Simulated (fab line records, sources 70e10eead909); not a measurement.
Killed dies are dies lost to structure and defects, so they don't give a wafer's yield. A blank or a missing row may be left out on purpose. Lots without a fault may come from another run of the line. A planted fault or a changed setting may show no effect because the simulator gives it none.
fab line records | flow nand_harc
record lots=6 wafers=18 last_day=32
route steps=1302 shown A_STAIRCASE@755
lots that met no fault: from a run of the same line without faults
start_h: hours from the record's first day to the start of the lot's first wafer shown | wait_h: hours since the lot's step before | " the same as in the row above | L1.1+2: a row that stands for several wafers | - no value, or no start given | * or withheld: withheld | < > ~ a bound
route shown NAME@n: a module of which the file shows steps, and the number in the route of the first | usual: mean/standard deviation of fault-free wafers | same: alike in all rows | chamber/n: place in a boat | sites: the reading at each site | _std_site: their standard deviation | _edge_site: outer sites' mean less inner sites' | radius_mm: how far each site lies from the wafer's centre | mask NAME#n: copy n | behind: the tool/chamber that last shaped the wafer | hold: why the lot was held/for how many hours/how that ended | device: the transistor (n, p or np) that didn't switch | end of line: the same wafers' tests at the end of the route | a step without rows: its recipe alone | killed: dies lost to structure and defects at the first sort, not the wafer's yield | map: a wafer's dies, x killed, . not, _ none there
set.NAME: the setting as run; set.NAME@STEP: as run at that earlier step | model.NAME: the simulator's own value behind a step, which no gauge read
lots at some steps of the route; a table a step, a row a wafer
services: from which hour (start_h, from the record's first day; less than 0 if before it) a tool's chamber was out of use, for how many hours, and why
## steps
# step NHARC_A_STAIRCASE_SRD_241
# step NHARC_A_STAIRCASE_DEHYDRATE_242
# recipe temp_c=150 time_s=120
# step NHARC_A_STAIRCASE_HMDS_243
# recipe time_s=30
# step NHARC_A_STAIRCASE_COAT_244
# recipe spin_rpm=1200
# step NHARC_A_STAIRCASE_SOFTBAKE_245
# recipe temp_c=135 time_s=170
# step NHARC_A_STAIRCASE_EBR_246
# step NHARC_A_STAIRCASE_EXPOSE_247
# recipe na=0.5 dose_mj=25.34 mask_id=SDS_1
# step NHARC_A_STAIRCASE_PEB_248
# recipe peb_temp_c=115 peb_time_s=130
# step NHARC_A_STAIRCASE_DEVELOP_249
# recipe time_s=140
# step NHARC_A_STAIRCASE_HARDBAKE_251
# recipe temp_c=120 time_s=140
# step NHARC_A_STAIRCASE_DESCUM_252
# recipe time_s=3 o2_flow_sccm=200 ar_flow_sccm=0 bias_power_w=0 chemistry=O2
# usual chamber_pressure_mTorr=59.99/0.051 drypump_motor_current_A=5.9/0.31 oes_product_au=0.999/0.0097 rf_vpp_V=57.6/0.79 showerhead_plenum_p_Torr=1.88/0.096 throttle_valve_pct=11.310/0.0093
# columns lot.wafer tool chamber start_h wait_h chamber_pressure_mTorr drypump_motor_current_A oes_product_au rf_hours_counter_h rf_vpp_V showerhead_plenum_p_Torr throttle_valve_pct
L860.2 rie_diel-02 2 443.18 - 59.88 6.1 0.999 11 57.3 1.92 11.313
L860.1 " 3 " " 59.97 6.1 0.986 12 57.3 1.79 11.287
L860.5 " 1 " " 60.05 5.8 0.998 - 57.2 1.83 11.304
L863.4 rie_diel-06 3 480.28 - 60.09 5.8 1.009 52 57.6 2.06 11.317
L863.3 " 2 " " 60.00 6.2 0.987 54 57.5 1.83 11.320
L863.6 " 0 " " 60.02 5.2 0.989 - 58.2 1.91 11.311
L867.4 rie_diel-06 2 512.50 - 60.03 6.2 0.992 3 57.7 1.83 11.322
L867.6 " 0 " " 60.02 5.1 0.991 - 57.4 1.91 11.319
L867.5 " 1 " " 59.92 6.0 1.016 - 56.9 1.97 11.301
L872.4 rie_diel-04 2 557.73 - 60.03 6.1 1.002 5 57.1 1.80 11.311
L872.3 " 0 " " 59.98 5.6 1.010 4 57.8 1.78 11.298
L872.6 " 2 " " 59.96 6.1 1.000 - 57.8 1.80 11.310
L873.2 rie_diel-02 2 562.28 - 60.02 6.1 0.998 49 57.4 1.91 11.309
L873.1 " 3 " " 59.97 6.1 0.979 52 56.9 1.78 11.298
L873.5 " 3 " " 60.08 6.1 0.989 - 56.4 1.78 11.318
L874.3 rie_diel-06 3 575.84 - 60.00 5.7 1.006 29 57.9 2.05 11.317
L874.1 " 0 " " 60.00 5.2 0.983 17 57.5 1.90 11.317
L874.2 " 1 " " 60.04 6.0 1.017 26 57.6 1.96 11.310
# step NHARC_A_STAIRCASE_ETCH_253
# recipe target_depth_a=500 time_s=20.2 ion_energy_ev=400 c4f8_flow_sccm=20 o2_flow_sccm=10 ar_flow_sccm=withheld rf_w=600 bias_w=1000 chemistry=C4F8/O2
# usual chamber_pressure_mTorr=25.002/0.024 oes_product_au=0.955/0.019 rf_fwd_power_W=589/3.2 rf_vpp_V=893/6.1
# columns lot.wafer tool chamber start_h wait_h chamber_pressure_mTorr oes_product_au rf_fwd_power_W rf_hours_counter_h rf_vpp_V
L860.2 rie_diel-02 1 443.28 0.1 25.026 0.969 591 9 889
L860.1 " 2 " " 25.014 0.958 594 11 897
L860.5 " 1 " " 25.000 0.966 587 - 890
L863.4 rie_diel-06 1 480.37 0.1 24.985 1.196 824 34 898
L863.3 " 3 " " 25.017 1.171 827 52 906
L863.6 " 2 " " 24.988 1.151 825 - 892
L867.4 rie_diel-06 2 512.57 0.1 24.968 1.223 828 3 891
L867.6 " 2 " " 25.048 1.221 830 - 890
L867.5 " 3 " " 24.973 1.223 829 - 905
L872.4 rie_diel-04 1 557.82 0.1 24.978 0.978 594 5 891
L872.3 " 2 " " 25.016 0.954 591 5 890
L872.6 " 3 " " 25.012 0.959 589 - 906
L873.2 rie_diel-02 3 562.38 0.1 24.997 0.942 590 52 888
L873.1 " 0 " " 24.980 0.957 588 40 887
L873.5 " 1 " " 24.989 0.970 593 - 890
L874.1 rie_diel-06 0 575.92 0.1 25.010 0.920 589 17 893
L874.3 " 1 " " 24.987 0.995 587 26 899
L874.2 " 2 " " 24.999 0.964 590 30 891
# step NHARC_A_STAIRCASE_STRIP_254
# recipe power_w=1500 temp_c=250 chemistry=O2
# usual drypump_motor_current_A=5.8/0.44 heater_power_w=339/19
# columns lot.wafer tool chamber start_h wait_h drypump_motor_current_A heater_power_w rf_hours_counter_h
L860.2 plasma_asher-01 0 443.38 - 6.0 314 18
L860.1 " 1 " " 6.3 345 18
L860.5 " 1 " " 6.3 352 -
L863.4 plasma_asher-02 1 480.55 - 5.1 332 -
L863.3 " 0 " " 5.7 360 -
L863.6 " 0 " " 5.7 379 -
L867.4 plasma_asher-02 1 512.80 - 5.1 334 -
L867.6 " 0 " " 5.7 368 -
L867.5 " 1 " " 5.1 339 -
L872.3 plasma_asher-01 0 558.00 - 6.0 331 -
L872.4 " 1 " " 6.2 327 -
L872.6 " 0 " " 6.0 329 -
L873.2 plasma_asher-02 1 562.46 - 5.1 337 26
L873.1 " 0 " " 5.7 354 26
L873.5 " 0 " " 5.7 371 -
L874.1 plasma_asher-01 0 576.19 - 6.0 337 12
L874.2 " 1 " " 6.3 331 12
L874.3 " 0 " " 6.0 331 -
## services
# columns tool chamber start_h hours kind
plasma_asher-02 - 426.83 9.0 pm
rie_diel-06 0 439.90 - clean
rie_diel-06 1 439.90 - clean
rie_diel-06 2 439.90 - clean
rie_diel-06 3 439.90 - clean
rie_diel-06 0 464.40 - clean
rie_diel-06 1 464.40 - clean
rie_diel-06 2 464.40 - clean
rie_diel-06 3 464.40 - clean
plasma_asher-01 - 467.65 9.1 repair
rie_diel-06 - 485.34 9.0 pm
rie_diel-06 0 485.34 9.0 vent_cycle
rie_diel-06 1 485.34 9.0 vent_cycle
rie_diel-06 2 485.34 9.0 vent_cycle
rie_diel-06 3 485.34 9.0 vent_cycle
rie_diel-02 2 500.57 1.9 repair
rie_diel-04 2 506.47 6.2 repair
plasma_asher-01 - 519.17 9.0 pm
rie_diel-06 0 524.67 9.9 repair
rie_diel-04 - 532.18 9.0 pm
plasma_asher-02 - 542.65 12.6 repair
rie_diel-06 1 551.05 2.3 repair
rie_diel-06 0 565.19 10.4 repair
rie_diel-02 - 573.36 9.0 pm
## key
first_sign step=NHARC_A_STAIRCASE_ETCH_253 reading=rf_fwd_power_W direction=up sigmas=74 usual=* struck=*
effect step=NHARC_A_STAIRCASE_ETCH_253 reading=oes_product_au direction=up sigmas=13 usual=0.955 struck=1.198
met_at NHARC_A_STAIRCASE_ETCH_253
struck_wafers L863.3,L863.4,L863.6,L867.4,L867.5,L867.6
tester_left_out L863,L867
fault kind=process_parameter_drift tool=rie_diel-06 chamber=- onset_h=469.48 steps=NHARC_A_STAIRCASE_ETCH_253 channel=rf_w offset=* shape=step end_h=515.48 acts_in=* stated=*
# tester_left_out: of these lots the tester's yield and bins aren't shown, on N5 and GAA mostly nor the transistor test; their killed dies are dies lost to structure and defects alone, not to doping, threshold or leakage, so they don't give the yield
